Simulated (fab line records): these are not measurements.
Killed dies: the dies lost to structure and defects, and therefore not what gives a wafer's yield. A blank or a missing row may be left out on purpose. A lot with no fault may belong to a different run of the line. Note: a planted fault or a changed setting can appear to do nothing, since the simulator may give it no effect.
Chamber matching / flow nandHarc / NHARC_P_GATE_DESCUM_13 on rieDiel-03: 4 sister chambers
The step chemistry O2, time 3 s. 4 wafers are shown with their chamber, then 9 later ones without.

WAFERS PAIRED WITH THEIR CHAMBERS
wafer=L555.6; chamber=0; showerheadPlenumPTorr (Torr)=1.91
wafer=L556.1; chamber=3; showerheadPlenumPTorr (Torr)=1.87
wafer=L556.4; chamber=2; showerheadPlenumPTorr (Torr)=2.02
wafer=L556.6; chamber=1; showerheadPlenumPTorr (Torr)=1.80

WAFERS WITH NO CHAMBER GIVEN
wafer=L557.1; showerheadPlenumPTorr (Torr)=1.80
wafer=L557.3; showerheadPlenumPTorr (Torr)=2.02
wafer=L557.6; showerheadPlenumPTorr (Torr)=2.02
wafer=L558.2; showerheadPlenumPTorr (Torr)=1.87
wafer=L558.4; showerheadPlenumPTorr (Torr)=2.02
wafer=L558.5; showerheadPlenumPTorr (Torr)=1.86
wafer=L559.2; showerheadPlenumPTorr (Torr)=1.91
wafer=L559.4; showerheadPlenumPTorr (Torr)=1.80
wafer=L559.6; showerheadPlenumPTorr (Torr)=1.91

EACH ONE'S CHAMBER
wafer=L557.1; from the rows above=1; in truth=1
wafer=L557.3; from the rows above=2; in truth=2
wafer=L557.6; from the rows above=2; in truth=2
wafer=L558.2; from the rows above=3; in truth=3
wafer=L558.4; from the rows above=2; in truth=2
wafer=L558.5; from the rows above=3; in truth=3
wafer=L559.2; from the rows above=0; in truth=0
wafer=L559.4; from the rows above=1; in truth=1
wafer=L559.6; from the rows above=0; in truth=0
Correct placement for 9 of the 9. Can't be placed from these rows: 0. Number placed wrongly: 0.
How it was worked out, from the rows above alone: a wafer's distance from a chamber is the root of the sum, over the readings, of the square of ((its reading less the chamber's mean) divided by the reading's scatter). If the next closest chamber is less than 2 further off than the closest, the wafer can't be placed; otherwise it belongs to the closest. The mean given for a chamber averages the wafers shown for that chamber. The scatter: with one shown wafer a chamber, the root of the mean of the squares of how far each hidden wafer lies from its nearest shown one.
